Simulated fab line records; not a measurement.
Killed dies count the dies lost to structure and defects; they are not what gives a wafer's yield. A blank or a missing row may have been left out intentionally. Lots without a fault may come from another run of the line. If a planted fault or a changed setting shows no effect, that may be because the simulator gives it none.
Chamber matching | flow nand harc | rie diel-12 running NHARC_A_STAIRCASE_TRIM_229: 4 sister chambers
The step chemistry O2, time 211.2 s. 14 wafers are shown with their chamber, then 7 later ones without.

== WAFERS WITH THEIR CHAMBER ==
wafer  | chamber | showerhead plenum p Torr (Torr) | drypump motor current A (A) | oes product au (a.u.)
L074.3 | 0       | 3.46                            | 5.8                         | 0.998
L074.5 | 3       | 3.62                            | 6.0                         | 1.010
L074.6 | 0       | 3.46                            | 5.8                         | 1.000
L075.2 | 0       | 3.46                            | 5.8                         | 0.985
L075.4 | 1       | 3.42                            | 5.7                         | 0.994
L075.5 | 3       | 3.62                            | 6.0                         | 1.000
L077.1 | 3       | 3.62                            | 6.1                         | 1.006
L077.4 | 2       | 3.61                            | 5.9                         | 0.998
L077.5 | 2       | 3.61                            | 5.8                         | 1.002
L079.1 | 2       | 3.61                            | 5.9                         | 0.992
L079.3 | 1       | 3.41                            | 5.6                         | 0.994
L079.4 | 0       | 3.45                            | 5.8                         | 0.996
L081.3 | 2       | 3.61                            | 5.8                         | 0.987
L081.5 | 3       | 3.61                            | 6.1                         | 0.995

SIGNATURES (means of the wafers above)
reading                  | chamber 0 | chamber 1 | chamber 2 | chamber 3 | scatter within a chamber
showerhead plenum p Torr | 3.4575    | 3.4150    | 3.6100    | 3.6175    | 0.00447
drypump motor current A  | 5.800     | 5.650     | 5.850     | 6.050     | 0.05
oes product au           | 0.99475   | 0.99400   | 0.99475   | 1.00275   | 0.00629
Rule: a wafer's distance from a chamber is the root of the sum, over the readings, of the square of ((its reading less the chamber's mean) divided by the reading's scatter). The wafer belongs to the nearest chamber; if the next one is less than 2 further off, it can't be placed. The scatter: take each reading less its chamber's mean, square it, sum over the shown wafers, divide by the number of wafers less the number of chambers, and take the root.

== WAFERS WITHOUT THEIR CHAMBER ==
wafer  | showerhead plenum p Torr (Torr) | drypump motor current A (A) | oes product au (a.u.)
L081.6 | 3.61                            | 5.9                         | 0.997
L093.2 | 3.42                            | 5.8                         | 1.005
L093.4 | 3.59                            | 6.0                         | 0.997
L093.5 | 3.38                            | 5.6                         | 0.999
L097.1 | 3.58                            | 5.8                         | 1.011
L097.4 | 3.41                            | 5.8                         | 0.999
L097.5 | 3.58                            | 5.9                         | 1.008

== WHICH CHAMBER EACH WENT THROUGH ==
wafer  | from the rows above     | in truth
L081.6 | 2                       | 2
L093.2 | 1                       | 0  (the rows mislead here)
L093.4 | can't be placed: 2 or 3 | 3
L093.5 | 1                       | 1
L097.1 | 2                       | 2
L097.4 | 1                       | 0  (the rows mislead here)
L097.5 | can't be placed: 2 or 3 | 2
Placed correctly: 3 of 7. From these rows, 2 cannot be placed; in 2 the true chamber is one of the candidates. Wrongly placed: 2.
